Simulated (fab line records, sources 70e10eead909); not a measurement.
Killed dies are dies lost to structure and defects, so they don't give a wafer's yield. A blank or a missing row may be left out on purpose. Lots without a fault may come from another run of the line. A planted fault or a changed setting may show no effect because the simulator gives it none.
A struck lot beside a sound one | flow nand_harc | 15 steps out of a route of 1159
Sound: wafers L918.4, L918.5, L918.6. Struck: wafers L909.3, L909.5, L909.6. The cause comes at the end.
At each step with rows: each side's tool, then ch and its chambers, then its first start. Under that, the readings that differ: sound wafers | struck wafers | difference of the means | sigmas: that difference in standard deviations of wafers without a fault.
alike: readings whose means differ by less than 2 such deviations, and words and numbers that are the same on both sides. not compared: withheld readings, readings that some wafer has no value for, bounds like >300 that may hide the same value, and numbers for which the record gives no deviation and whose values overlap.
The two part at a step that has a row with sigmas, a row that says differs or no value, or rows on one side only. Numbers that don't overlap but have no deviation are shown without sigmas and don't part them. A reading that every wafer of one side lacks parts them only if that side has two wafers or more.

NHARC_A_BONDPAD_OVL_MEAS_35:
  sound on overlay-02, day 23 01:52; struck on overlay-01, day 21 07:01
  alike: overlay_x_nm, overlay_y_nm
then, 1 step without rows for these wafers: NHARC_A_BONDPAD_HARDBAKE_10 (time 65 s).
NHARC_A_BONDPAD_DESCUM_11: chemistry O2, time 3 s.
  sound on rie_diel-03 ch 1,2,3, day 23 02:00; struck on rie_diel-10 ch 0,1,2, day 21 07:10
  alike: drypump_motor_current_A, oes_product_au, rf_vpp_V, showerhead_plenum_p_Torr, throttle_valve_pct
  not compared: rf_hours_counter_h
NHARC_A_BONDPAD_ETCH_34: etches the open film in N2/H2, target depth 60 nm, overetch 18 nm, time 65.91 s.
  sound on rie_diel-03 ch 2,3, day 23 02:04; struck on rie_diel-10 ch 0,1,2, day 21 07:14
  alike: drypump_motor_current_A, oes_product_au, rf_vpp_V, showerhead_plenum_p_Torr, throttle_valve_pct
  not compared: rf_hours_counter_h
NHARC_A_BONDPAD_ETCH_12: etches the open film in CHF3/O2, target depth 220 nm, time 110 s.
  sound on rie_diel-03 ch 0,2,3; struck on rie_diel-10 ch 0,2,3
  alike: drypump_motor_current_A, oes_product_au, rf_vpp_V, showerhead_plenum_p_Torr, throttle_valve_pct
  not compared: rf_hours_counter_h
NHARC_A_BONDPAD_CD_MEAS_13:
  sound on cd_sem-03, day 23 02:19; struck on cd_sem-02, day 21 07:28
  alike: cd_nm
NHARC_A_BONDPAD_STRIP_15: strips in O2.
  sound on rie_diel-03 ch 0,3, day 23 02:23; struck on rie_diel-13 ch 1,2,3, day 21 07:35
  alike: drypump_motor_current_A, oes_product_au, rf_vpp_V, showerhead_plenum_p_Torr, throttle_valve_pct
  not compared: rf_hours_counter_h
NHARC_A_BONDPAD_ETCH_24: etches the open film in CF4/N2, target depth 30 nm, time 72.99 s.
  sound on rie_diel-03 ch 1,2,3; struck on rie_diel-13 ch 1,2,3
  alike: drypump_motor_current_A, oes_product_au, rf_vpp_V, showerhead_plenum_p_Torr, throttle_valve_pct
  not compared: rf_hours_counter_h
then, 4 steps without rows for these wafers: NHARC_A_BONDPAD_STRIP_16 (strips in post etch residue remover, time 600 s); NHARC_A_BONDPAD_DEGAS_25 (time 60 s); NHARC_A_BONDPAD_PRE_CLEAN_26 (time 30 s); NHARC_A_BONDPAD_PVD_17 (deposits TaN, target thk 5 nm, time 8.06 s).
NHARC_A_BONDPAD_PVD_27: deposits Cu, target thk 30 nm, time 20.49 s.
  sound on pvd_sputter-03, day 23 03:09; struck on pvd_sputter-01, day 21 08:22
  reading                | sound                | struck               | difference | sigmas
  cathode_dc_power_W (W) | 4999.9 5000.2 5000.7 | 4390.1 4391.1 4391.6 | -609.3     | -99 or more
  alike: substrate_temp_c, throttle_valve_pct
then, 1 step without rows for these wafers: NHARC_A_BONDPAD_ECD_18 (material Cu, target thk 400 nm).
NHARC_END_SORT_01:
  sound on prober-02 ch 0, day 24 14:01; struck on prober-02 ch 0, day 22 14:59
  alike: defect_limited_yield, killed_at_array, killed_at_other, killed_at_periphery, killed_dies, killed_open, killed_short, sort_bin_2_pct, sort_bin_3_pct, sort_bin_4_pct, sort_n_pass, sort_rim_yield_pct, sort_yield_pct

WHERE THEY PART
Only at NHARC_A_BONDPAD_PVD_27, within this record. Later steps at which nothing parts them and some readings are alike: NHARC_END_SORT_01.

WHY: what the simulator had put in
Process parameter drift: pvd_sputter-01, from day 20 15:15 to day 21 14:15, at NHARC_A_BONDPAD_PVD_27. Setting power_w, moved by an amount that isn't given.
